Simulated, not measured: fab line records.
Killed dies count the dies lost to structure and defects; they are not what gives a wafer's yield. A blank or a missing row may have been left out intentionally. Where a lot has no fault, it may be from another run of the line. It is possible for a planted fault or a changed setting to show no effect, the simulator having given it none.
Matching of chambers -- flow nand_harc -- NHARC_P_M2_DESCUM_14 on rie_diel-01 has 4 sister chambers
The step chemistry O2, time 3 s. 4 wafers are shown with their chamber, then 10 later ones without.

## WAFERS PAIRED WITH THEIR CHAMBERS
wafer,chamber,drypump_motor_current_A (A)
L080.5,3,6.0
L082.4,0,5.1
L083.1,2,4.8
L083.2,1,6.2

## WAFERS WITHOUT THEIR CHAMBER
wafer,drypump_motor_current_A (A)
L083.3,6.1
L094.1,5.1
L094.2,6.2
L094.5,5.1
L096.1,4.8
L096.2,5.0
L096.6,4.8
L097.2,6.1
L097.5,5.1
L097.6,6.2

## CHAMBER TAKEN BY EACH
wafer,from the rows above,in truth
L083.3,can't be placed: 3 or 1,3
L094.1,0,0
L094.2,1,1
L094.5,0,0
L096.1,2,2
L096.2,can't be placed: 0 or 2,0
L096.6,2,2
L097.2,can't be placed: 3 or 1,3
L097.5,0,0
L097.6,1,1
Placed correctly: 7 of 10. From these rows, 3 cannot be placed; in 3 the true chamber is one of the candidates. Placed wrongly: 0.
How it was worked out, from the rows above alone: a wafer's distance from a chamber is the root of the sum, over the readings, of the square of ((its reading less the chamber's mean) divided by the reading's scatter). The wafer belongs to the nearest chamber; if the next one is less than 2 further off, it can't be placed. The mean given for a chamber averages the wafers shown for that chamber. The scatter (one wafer shown for each chamber): square how far every hidden wafer sits from the nearest shown wafer, average those squares and take the square root.
